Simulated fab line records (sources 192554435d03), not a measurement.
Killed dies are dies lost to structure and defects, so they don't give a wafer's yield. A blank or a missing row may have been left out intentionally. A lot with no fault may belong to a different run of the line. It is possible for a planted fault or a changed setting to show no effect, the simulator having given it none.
fab line records	flow n5-finfet
record: lots: 10	wafers: 30	last-day: 19
route steps=1938 shown BEOL_M6@1239 BEOL_M7@1278 PASSIVATION@1936
lots that met no fault: taken from a fault-free run of the same line
start-h: the number of hours between the record's first day and the start of the first shown wafer of the lot	wait-h: how many hours have passed since the lot's step before this one	" repeats the value in the row above	L1.1+2: a single row standing in for several wafers	- value missing, or start not given	* or withheld: withheld	< > ~ a bound
route shown NAME@n: names a module that has steps shown in the file, with the first one's number in the route	usual: mean/standard deviation of fault-free wafers	same: alike in all rows	chamber/n: place in a boat	sites: readings site by site	_std_site: the values' standard deviation	_edge_site: inner sites' mean taken away from outer sites' mean	radius-mm: how far each site lies from the wafer's centre	mask NAME#n: copy n	behind: the last tool/chamber to shape the wafer	hold: why the lot went on hold/how many hours it stayed there/how the hold came to an end	device: the transistor (n, p or np) that didn't switch	end of line: the tests these same wafers got at the end of their route	step lacking rows: just its recipe	killed: not the wafer's yield, but the dies lost to structure and defects at the first sort	map: per-die view of a wafer (x killed, . not killed, _ where there is no die)
set.NAME: setting as actually run; set.NAME@STEP: the setting as run at that earlier step	model.NAME: the simulator's own value behind a step, which no gauge read
the route's steps for a sample of lots (tables are steps, rows are wafers)
services: a tool's chamber out of use, with start hour (start-h, from the record's first day; less than 0 if before it), hours out, and reason
== steps ==
step: N5_BEOL_M6_TRENCH_ETCH_37
recipe: chemistry: C4F6/O2	target-depth-a: 944.35	target: SiCOH_lowk	time-s: 31.5	ion-energy-ev: 250	pressure-mtorr: 30	source-w: 345	bias-w: 185	Ar_flow_sccm: 300	C4F6_flow_sccm: 10	O2_flow_sccm: 10
usual: drypump-motor-current-A: 6.0/0.4	oes_f_703_au: 0.81/0.086	oes_o_777_au: 0.81/0.086	oes-product-au: 0.81/0.079	rf-vpp-V: 672/12	showerhead-plenum-p-Torr: 2.86/0.11	throttle-valve-pct: 20.93/0.25
lot.wafer	tool	chamber	start-h	wait-h	drypump-motor-current-A	oes_f_703_au	oes_o_777_au	oes-product-au	rf-hours-counter-h	rf-vpp-V	showerhead-plenum-p-Torr	throttle-valve-pct
L479.1	rie-diel-03	3	-	-	5.4	0.84	0.85	0.84	45	690	3.00	20.56
L479.3	"	0	"	"	5.7	0.71	0.71	0.70	237	649	2.69	21.07
L479.5	"	1	"	"	5.9	0.82	0.82	0.83	-	663	2.91	21.28
L484.1	rie-diel-04	2	-	-	6.3	0.71	0.71	0.71	212	672	2.70	21.36
L484.2	"	1	"	"	6.3	0.89	0.88	0.88	51	658	2.91	21.04
L484.6	"	0	"	"	6.3	0.91	0.93	0.93	-	674	2.78	20.58
L485.2	rie-diel-04	0	-	-	6.3	0.92	0.93	0.92	23	674	2.78	20.58
L485.3	"	2	"	"	6.3	0.71	0.71	0.72	214	673	2.70	21.35
L485.4	"	3	"	"	5.3	0.90	0.89	0.87	42	654	2.78	20.62
L487.2	rie-diel-02	2	-	-	6.0	0.79	0.79	0.79	149	680	2.99	20.96
L487.3	"	1	"	"	6.2	0.89	0.91	0.89	25	673	3.02	20.65
L487.4	"	0	"	"	6.4	0.68	0.67	0.72	201	686	2.72	21.12
L486.2	rie-diel-03	3	-	-	5.4	0.82	0.82	0.82	62	690	2.99	20.61
L486.3	"	2	"	"	5.1	0.68	0.68	0.69	216	687	2.83	20.97
L486.5	"	3	"	"	5.4	0.82	0.83	0.83	-	692	2.99	20.60
L488.1	rie-diel-04	2	-	-	6.3	0.71	0.70	0.71	217	672	2.70	21.36
L488.2	"	1	"	"	6.3	0.88	0.87	0.88	56	659	2.91	21.05
L488.4	"	3	"	"	5.3	0.89	0.88	0.88	45	654	2.78	20.63
L497.2	rie-diel-02	1	-	-	6.2	0.82	0.84	0.83	62	675	3.00	20.70
L497.4	"	3	"	"	6.3	0.81	0.80	0.81	90	665	2.88	21.01
L497.6	"	2	"	"	6.0	0.77	0.76	0.75	-	682	2.97	21.01
L496.1	rie-diel-04	3	-	-	5.3	0.85	0.84	0.83	78	653	2.76	20.66
L496.2	"	1	"	"	6.3	0.84	0.83	0.84	89	658	2.89	21.11
L496.3	"	2	"	"	6.3	0.69	0.68	0.68	250	672	2.69	21.40
L491.3	rie-diel-04	0	-	-	6.3	0.86	0.87	0.87	62	673	2.77	20.64
L491.4	"	1	"	"	6.3	0.83	0.83	0.84	-	659	2.89	21.10
L491.5	"	3	"	"	5.3	0.85	0.83	0.82	-	653	2.76	20.69
L502.1	rie-diel-04	1	-	-	6.3	0.84	0.83	0.83	96	658	2.89	21.12
L502.3	"	2	"	"	6.3	1.01	1.00	0.97	0	683	3.02	21.08
L502.6	"	0	"	"	6.3	0.86	0.86	0.86	-	672	2.77	20.64
step: N5_BEOL_M6_OCD_MEAS_38
usual: trench-depth-nm: 95.1/2
lot.wafer	tool	chamber	start-h	wait-h	trench-depth-nm
L479.1	ocd-01	-	181.49	-	93.9
L479.3	"	-	"	"	93.3
L479.5	"	-	"	"	91.8
L484.1	ocd-02	-	209.57	-	95.7
L484.2	"	-	"	"	96.4
L484.6	"	-	"	"	97.0
L485.2	ocd-02	-	212.95	-	95.9
L485.3	"	-	"	"	95.3
L485.4	"	-	"	"	98.0
L487.2	ocd-01	-	216.18	-	99.5
L487.3	"	-	"	"	96.1
L487.4	"	-	"	"	95.1
L486.2	ocd-02	-	220.39	-	94.1
L486.3	"	-	"	"	91.2
L486.5	"	-	"	"	94.0
L488.1	ocd-01	-	222.40	-	95.5
L488.2	"	-	"	"	96.4
L488.4	"	-	"	"	98.9
L497.2	ocd-02	-	321.71	-	93.4
L497.4	"	-	"	"	93.5
L497.6	"	-	"	"	98.4
L496.1	ocd-02	-	335.31	-	97.2
L496.2	"	-	"	"	96.5
L496.3	"	-	"	"	93.9
L491.3	ocd-02	-	352.42	-	97.5
L491.4	"	-	"	"	96.9
L491.5	"	-	"	"	97.3
L502.1	ocd-01	-	356.84	-	96.2
L502.3	"	-	"	"	91.3
L502.6	"	-	"	"	96.0
step: N5_BEOL_M6_PRE_CLEAN_45
recipe: gas: H2/He	time-s: 30	temp-c: 250
usual: heater-power-w: 335/21
lot.wafer	tool	chamber	start-h	wait-h	heater-power-w
L479.1	pvd-sputter-03	-	182.37	0.0	365
L479.3	"	-	"	"	324
L479.5	"	-	"	"	360
L484.1	pvd-sputter-03	-	210.12	0.0	319
L484.2	"	-	"	"	362
L484.6	"	-	"	"	342
L485.2	pvd-sputter-01	-	213.58	0.0	309
L485.3	"	-	"	"	298
L485.4	"	-	"	"	335
L487.2	pvd-sputter-01	-	217.01	0.0	352
L487.3	"	-	"	"	334
L487.4	"	-	"	"	314
L486.2	pvd-sputter-01	-	220.94	0.0	327
L486.3	"	-	"	"	296
L486.5	"	-	"	"	328
L488.1	pvd-sputter-01	-	222.96	0.0	343
L488.2	"	-	"	"	321
L488.4	"	-	"	"	327
L497.2	pvd-sputter-02	-	324.23	0.0	319
L497.4	"	-	"	"	309
L497.6	"	-	"	"	303
L496.1	pvd-sputter-03	-	335.86	0.0	353
L496.2	"	-	"	"	353
L496.3	"	-	"	"	355
L491.3	pvd-sputter-03	-	353.50	0.0	322
L491.4	"	-	"	"	353
L491.5	"	-	"	"	356
L502.1	pvd-sputter-03	-	357.46	0.0	353
L502.3	"	-	"	"	370
L502.6	"	-	"	"	351
step: N5_BEOL_M6_DEP_56
recipe: material: SiCN	target-thk-a: 100	temp-c: withheld	precursor: 3MS/NH3	pressure-torr: 3	rf-w: 202	time-s: 17.5
usual: showerhead-plenum-p-Torr: 3.664/0.012	throttle-valve-pct: 9.3/0.32
lot.wafer	tool	chamber	start-h	wait-h	showerhead-plenum-p-Torr	throttle-valve-pct
L479.1	pecvd-02	0	185.95	0.0	3.663	9.3
L479.3	"	2	"	"	3.647	9.0
L479.5	"	1	"	"	3.653	9.3
L484.1	pecvd-03	0	212.00	0.0	3.681	9.5
L484.2	"	2	"	"	3.660	9.2
L484.6	"	0	"	"	3.680	9.6
L485.2	pecvd-03	1	215.47	0.0	3.655	9.3
L485.3	"	0	"	"	3.679	9.5
L485.4	"	2	"	"	3.657	9.1
L487.2	pecvd-03	0	218.64	0.0	3.680	10.0
L487.3	"	2	"	"	3.657	9.3
L487.4	"	1	"	"	3.661	9.2
L486.2	pecvd-03	1	222.35	0.0	3.661	9.3
L486.3	"	2	"	"	3.667	9.1
L486.5	"	0	"	"	3.677	9.5
L488.1	pecvd-03	2	224.36	0.0	3.665	9.3
L488.2	"	0	"	"	3.676	9.5
L488.4	"	1	"	"	3.668	9.5
L497.2	pecvd-03	2	325.74	0.0	3.648	9.5
L497.4	"	0	"	"	3.678	9.3
L497.6	"	1	"	"	3.669	9.6
L496.1	pecvd-03	1	338.87	0.0	3.659	9.4
L496.2	"	2	"	"	3.657	9.3
L496.3	"	0	"	"	3.679	9.3
L491.3	pecvd-03	1	355.32	0.0	3.671	9.7
L491.4	"	2	"	"	3.665	9.4
L491.5	"	1	"	"	3.664	9.4
L502.1	pecvd-03	0	359.40	0.0	3.679	9.7
L502.3	"	1	"	"	3.659	9.8
L502.6	"	1	"	"	3.653	9.5
step: N5_BEOL_M6_INSPECT_58
recipe: inspect-instrument: darkfield	mode: post-dep
usual: raw-defect-count: 70/22
lot.wafer	tool	chamber	start-h	wait-h	raw-defect-count
L479.1	defect-inspect-02	-	186.05	0.0	72
L479.3	"	-	"	"	61
L479.5	"	-	"	"	81
L484.1	defect-inspect-01	-	212.11	0.0	48
L484.2	"	-	"	"	44
L484.6	"	-	"	"	36
L485.2	defect-inspect-01	-	215.56	0.0	71
L485.3	"	-	"	"	68
L485.4	"	-	"	"	144
L487.2	defect-inspect-02	-	218.73	0.0	76
L487.3	"	-	"	"	1432
L487.4	"	-	"	"	80
L486.2	defect-inspect-01	-	222.45	0.0	103
L486.3	"	-	"	"	1380
L486.5	"	-	"	"	87
L488.1	defect-inspect-02	-	224.45	0.0	1415
L488.2	"	-	"	"	55
L488.4	"	-	"	"	94
L497.2	defect-inspect-02	-	325.84	0.0	44
L497.4	"	-	"	"	45
L497.6	"	-	"	"	45
L496.1	defect-inspect-01	-	338.97	0.0	75
L496.2	"	-	"	"	85
L496.3	"	-	"	"	74
L491.3	defect-inspect-02	-	355.41	0.0	87
L491.4	"	-	"	"	65
L491.5	"	-	"	"	48
L502.1	defect-inspect-01	-	359.49	0.0	66
L502.3	"	-	"	"	77
L502.6	"	-	"	"	72
step: N5_BEOL_M7_INSPECT_13
recipe: mode: adi	inspect-instrument: brightfield
usual: raw-defect-count: 371/86
lot.wafer	tool	chamber	start-h	wait-h	raw-defect-count
L479.1	defect-inspect-01	-	188.70	0.0	363
L479.3	"	-	"	"	362
L479.5	"	-	"	"	339
L484.1	defect-inspect-01	-	213.40	0.0	356
L484.2	"	-	"	"	285
L484.6	"	-	"	"	285
L485.2	defect-inspect-02	-	217.54	0.0	408
L485.3	"	-	"	"	366
L485.4	"	-	"	"	414
L487.2	defect-inspect-01	-	219.91	0.0	303
L487.3	"	-	"	"	1772
L487.4	"	-	"	"	497
L486.2	defect-inspect-01	-	223.58	0.0	423
L486.3	"	-	"	"	1742
L486.5	"	-	"	"	542
L488.1	defect-inspect-02	-	225.72	0.0	1801
L488.2	"	-	"	"	380
L488.4	"	-	"	"	478
L497.2	defect-inspect-01	-	329.83	0.0	394
L497.4	"	-	"	"	311
L497.6	"	-	"	"	389
L496.1	defect-inspect-01	-	340.10	0.0	390
L496.2	"	-	"	"	376
L496.3	"	-	"	"	359
L491.3	defect-inspect-02	-	357.56	0.0	336
L491.4	"	-	"	"	400
L491.5	"	-	"	"	273
L502.1	defect-inspect-02	-	361.16	0.0	295
L502.3	"	-	"	"	365
L502.6	"	-	"	"	415
step: N5_PASSIVATION_PROBE_49
usual: defect-limited-yield: 91.0/1.5	killed_at_M0_to_M3: 32/9.6	killed_at_M4_up: 13/4.7	killed-at-contacts: 13/7.2	killed-at-front-end: 44/13	killed-at-other: 4/3.4	killed-dies: 106/18	killed-on-rim: 14/4.2	killed-open: 70/13	killed-short: 35/8	sort_bin_5_function: 5.3/0.97	sort_bin_6_memory: 3.4/0.73	sort_bin_8_speed: 0.00/0.036	sort-n-pass: 1074/18	sort-yield-pct: 91.0/1.5
same: gross-dies: 1180	killed-at-back-side: 0	sort_bin_4_leakage[%]: 0
lot.wafer	tool	chamber	start-h	wait-h	defect-limited-yield[%]	killed_at_M0_to_M3	killed_at_M4_up	killed-at-contacts	killed-at-front-end	killed-at-other	killed-dies	killed-on-rim	killed-open	killed-short	sort_bin_5_function[%]	sort_bin_6_memory[%]	sort_bin_8_speed[%]	sort-n-pass	sort-yield-pct[%]
L487.2	prober-02	-	278.65	0.1	91.2	28	9	24	39	4	104	22	73	31	5.3	3.2	0	1076	91.2
L487.3	prober-02	-	278.70	0.1	84.3	25	100	12	46	2	185	25	62	22	8.6	3.6	0	995	84.3
L487.4	prober-02	-	278.75	0.2	92.4	27	7	11	38	7	90	15	67	23	5.1	2.3	0	1090	92.4
L486.2	prober-02	-	290.53	0.1	91.1	33	15	7	36	14	105	14	68	35	5.3	3.3	0	1075	91.1
L486.3	prober-02	-	290.58	0.1	84.8	25	115	7	31	1	179	31	53	27	8.7	3.2	0	1001	84.8
L486.5	prober-02	-	290.68	0.2	91.3	35	18	3	45	2	103	8	60	40	4.9	3.6	0	1077	91.3
L488.1	prober-01	-	295.16	0.0	84.2	20	111	9	40	7	187	30	54	31	8.7	3.2	0	993	84.2
L488.2	prober-01	-	295.21	0.1	91.3	21	7	8	65	2	103	18	72	29	4.7	3.8	0	1077	91.3
L488.4	prober-01	-	295.31	0.2	93.9	24	10	7	27	4	72	14	44	27	3.4	2.5	0.42	1103	93.5
L491.3	prober-02	-	442.20	0.1	90.3	23	21	21	46	3	114	17	85	29	5.8	3.7	0	1066	90.3
killed by level:class
L487.2 MOL_CONTACT_COAG:geometric-particle:open=18 FIN_SAQP:geometric-particle:open=8 BEOL_M0_SAQP:geometric-particle:open=7 BEOL_M0_SAQP:geometric-particle:short=7 MOL_CONTACT_COAG:geometric-particle:short=6 BEOL_M1:geometric-particle:open=6 STARTING-WAFER:geometric-particle:short=5 FIN_SAQP:geometric-particle:short=4
L487.3 BEOL_M6:unspecified=96 FIN_SAQP:geometric-particle:open=12 MOL_CONTACT_COAG:geometric-particle:open=9 BEOL_M0_SAQP:geometric-particle:open=9 DUMMY_GATE:geometric-particle:open=5 HKMG_FIN:area-etch=5 FIN_SAQP:geometric-particle:short=4 STI_FIN_REVEAL:geometric-particle:open=4
L487.4 STI_FIN_REVEAL:geometric-particle:open=10 MOL_CONTACT_COAG:geometric-particle:open=7 BEOL_M2:geometric-particle:open=7 BEOL_M1:geometric-particle:open=7 DUMMY_GATE:geometric-particle:open=4 MOL_CONTACT_COAG:geometric-particle:short=4 BEOL_M3:geometric-particle:open=4 STARTING-WAFER:geometric-particle:open=4
L486.2 BEOL_M0_SAQP:geometric-particle:open=11 BEOL_M0_SAQP:geometric-particle:short=11 BEOL_M4:geometric-particle:open=9 FIN_SAQP:geometric-particle:open=7 STI_FIN_REVEAL:geometric-particle:open=7 BEOL_M2:geometric-particle:open=5 PASS1_CAP:geometric-particle:open=5 DUMMY_GATE:geometric-particle:open=4
L486.3 BEOL_M6:unspecified=98 BEOL_M4:geometric-particle:open=11 BEOL_M0_SAQP:geometric-particle:open=9 FIN_SAQP:geometric-particle:short=8 BEOL_M0_SAQP:geometric-particle:short=8 MOL_CONTACT_COAG:geometric-particle:open=7 STI_FIN_REVEAL:geometric-particle:open=5 FIN_SAQP:geometric-particle:open=4
L486.5 FIN_SAQP:geometric-particle:short=11 BEOL_M2:geometric-particle:open=9 DUMMY_GATE:geometric-particle:open=8 BEOL_M4:geometric-particle:open=8 FIN_SAQP:geometric-particle:open=7 GATE_CUT:geometric-particle:short=7 STI_FIN_REVEAL:geometric-particle:open=6 BEOL_M0_SAQP:geometric-particle:short=6
L488.1 BEOL_M6:unspecified=101 STI_FIN_REVEAL:geometric-particle:open=13 MOL_CONTACT_COAG:geometric-particle:open=9 FIN_SAQP:geometric-particle:open=8 BEOL_M0_SAQP:geometric-particle:short=7 GATE_CUT:geometric-particle:short=5 BEOL_M4:geometric-particle:open=5 BEOL_M0_SAQP:geometric-particle:open=4
L488.2 STI_FIN_REVEAL:geometric-particle:open=32 FIN_SAQP:geometric-particle:short=8 STI_FIN_REVEAL:geometric-particle:short=8 MOL_CONTACT_COAG:geometric-particle:open=7 BEOL_M2:geometric-particle:open=6 FIN_SAQP:geometric-particle:open=5 BEOL_M1:geometric-particle:open=5 STARTING-WAFER:geometric-particle:short=4
L488.4 BEOL_M2:geometric-particle:open=7 FIN_SAQP:geometric-particle:open=6 MOL_CONTACT_COAG:geometric-particle:open=5 FIN_SAQP:geometric-particle:short=4 GATE_CUT:geometric-particle:short=4 GATE_CUT:geometric-particle:open=4 BEOL_M0_SAQP:geometric-particle:short=4 BEOL_M4:geometric-particle:open=4
L491.3 FIN_SAQP:geometric-particle:open=20 MOL_CONTACT_COAG:geometric-particle:open=17 BEOL_M4:geometric-particle:open=9 BEOL_M1:geometric-particle:open=6 BEOL_M5:geometric-particle:open=6 GATE_CUT:geometric-particle:short=5 FIN_SAQP:geometric-particle:short=4 STI_FIN_REVEAL:geometric-particle:open=4
== services ==
tool	chamber	start-h	hours	kind
pecvd-03	0	158.99	5.5	scheduled-down
rie-diel-02	1	162.01	21.4	repair
rie-diel-02	3	179.16	26.0	repair
rie-diel-04	-	181.13	14.6	pm
pecvd-02	-	191.55	2.8	pm
pecvd-03	1	210.14	2.1	scheduled-down
rie-diel-03	0	229.05	-	clean
rie-diel-03	0	229.05	-	consumable-replace:focus-ring
rie-diel-03	0	229.05	-	consumable-replace:showerhead
rie-diel-03	0	229.05	21.1	scheduled-down
rie-diel-03	0	229.05	21.1	vent-cycle
rie-diel-03	-	246.82	1.1	repair
rie-diel-04	0	253.23	8.6	repair
pecvd-03	0	263.54	-	calibration
pvd-sputter-01	-	273.00	6.9	repair
rie-diel-04	-	273.54	1.3	repair
pvd-sputter-01	-	303.61	2.6	repair
rie-diel-03	2	318.77	-	clean
rie-diel-04	2	335.69	-	clean
rie-diel-04	2	335.69	-	consumable-replace:focus-ring
rie-diel-04	2	335.69	-	consumable-replace:showerhead
rie-diel-04	2	335.69	20.3	scheduled-down
rie-diel-04	2	335.69	20.3	vent-cycle
pvd-sputter-01	-	340.71	0.5	repair
== key ==
first-sign: step: N5_BEOL_M6_INSPECT_58	reading: raw-defect-count	direction: up	sigmas: 61	usual: 70	struck: 1409
effect: step: N5_BEOL_M7_INSPECT_13	reading: raw-defect-count	direction: up	sigmas: 16	usual: 371	struck: 1772
effect: step: N5_PASSIVATION_PROBE_49	reading: killed_at_M4_up	direction: up	sigmas: 20	usual: 13	struck: 109
more-kills-born-at: N5_BEOL_M6_DEP_56@pecvd-03: 295
met-at N5_BEOL_M6_DEP_56
struck-lots L486,L487,L488
struck-wafers L486.3,L487.3,L488.1
not-acting-at N5_BEOL_M6_TRENCH_ETCH_37,N5_BEOL_M6_OCD_MEAS_38,N5_BEOL_M6_PRE_CLEAN_45
onset-between 215.47 218.64
fault: kind: chamber-particle-source	tool: pecvd-03	chamber: 2	onset-h: 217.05	steps: N5_BEOL_M6_DEP_56	rate-per-visit-cm2: 2.0844	end-h: 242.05
